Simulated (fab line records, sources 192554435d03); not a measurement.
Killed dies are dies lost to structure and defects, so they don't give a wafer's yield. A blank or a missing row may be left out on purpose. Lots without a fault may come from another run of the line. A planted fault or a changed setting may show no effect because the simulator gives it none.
Split-lot experiment | flow n5_finfet | 7 lots, 21 wafers read, on a route of 1938 steps

THE SPLIT
At N5_BEOL_M1_CMP_52 (polishes, stops on SiOC, t overpolish 6.8 s, target thk 40 nm), the setting down_force_psi was moved away from the recipe's 1 psi on 6 of the 21 wafers read, by -12.3% to +21.0%. The other wafers ran this setting at the recipe's value.

The reading is taken at the split's own step.

THE READING
barrier_field_endpoint_s, in s, at N5_BEOL_M1_CMP_52 (polishes, stops on SiOC, t overpolish 6.8 s, target thk 40 nm). Fault-free wafers of this fab line usually give 24.6 s, standard deviation 0.63 s.

wafer  | tool, chamber at the split | down_force_psi as run, psi | against the recipe | barrier_field_endpoint_s, s | against lot-mates on the recipe
L074.3 | cmp-02, 2                  | 1                          | recipe             | 23.9                        | -
L074.2 | cmp-02, 0                  | 1                          | recipe             | 24.6                        | -
L074.5 | cmp-02, 2                  | 1                          | recipe             | 24.0                        | -
L081.3 | cmp-03, 1                  | 1                          | recipe             | 24.5                        | -
L081.4 | cmp-03, 2                  | 1                          | recipe             | 24.0                        | -
L081.5 | cmp-03, 0                  | 1.175                      | +17.5%             | 20.6                        | -3.6
L084.4 | cmp-01, 2                  | 1.142                      | +14.2%             | 21.6                        | -3.3
L084.1 | cmp-01, 3                  | 1                          | recipe             | 24.5                        | -
L084.6 | cmp-01, 3                  | 1                          | recipe             | 25.3                        | -
L089.2 | cmp-02, 3                  | 1                          | recipe             | 24.0                        | -
L089.5 | cmp-02, 3                  | 1                          | recipe             | 24.3                        | -
L089.6 | cmp-02, 0                  | 1                          | recipe             | 24.7                        | -
L088.2 | cmp-03, 0                  | 1                          | recipe             | 24.3                        | -
L088.5 | cmp-03, 3                  | 1.21                       | +21.0%             | 20.7                        | -3.6
L088.6 | cmp-03, 0                  | 1.21                       | +21.0%             | 20.6                        | -3.7
L092.1 | cmp-03, 0                  | 0.8773                     | -12.3%             | 28.5                        | +3.6
L092.3 | cmp-03, 2                  | 1                          | recipe             | 24.2                        | -
L092.4 | cmp-03, 3                  | 1                          | recipe             | 25.5                        | -
L093.1 | cmp-01, 0                  | 1                          | recipe             | 24.4                        | -
L093.6 | cmp-01, 2                  | 1                          | recipe             | 24.5                        | -
L093.5 | cmp-01, 3                  | 0.8901                     | -11.0%             | 27.8                        | +3.4

THE FIT
A straight line over all 21 wafers: barrier_field_endpoint_s changes by -0.219 s for each +1% of down_force_psi; r = -0.96; the points scatter about the line by 0.57 s.
The same after taking each lot's own level away (the mean of its wafers on the recipe; 21 wafers): -0.213 s for each +1%; r = -0.97; scatter 0.5 s.
On that fit, the largest move of down_force_psi shifts the reading by 4.5 s.
The lots' own levels span 24.17 to 24.90 s, that is 1.2 times the standard deviation above.
So the lot-to-lot level changes the slope little: the two slopes agree.
Check: with one of the wafers moved furthest among these (+21.0%) left out of the fit, the line predicts -4.57 s for it against its lot-mates. It came out at -3.6 s against them.
Tool readings at the split's step, against how far the setting was moved: barrier_field_endpoint_s r = -0.96.

OTHER SPLITS ON THESE WAFERS
These wafers also went through other splits before the reading. Each is held against what the fit with the lots' levels taken away leaves over:
other split on the same wafers | wafers away from the commonest value | r with barrier_field_endpoint_s (lot level and that fit taken away)
N5_BEOL_M1_COAT_61 spin_rpm    | 7                                    | -0.03
N5_BEOL_M1_COAT_05 spin_rpm    | 10                                   | +0.21

THE FILE'S OWN FIT
barrier_field_endpoint_s changes by -0.22 s for each +1% of down_force_psi, r = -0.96.
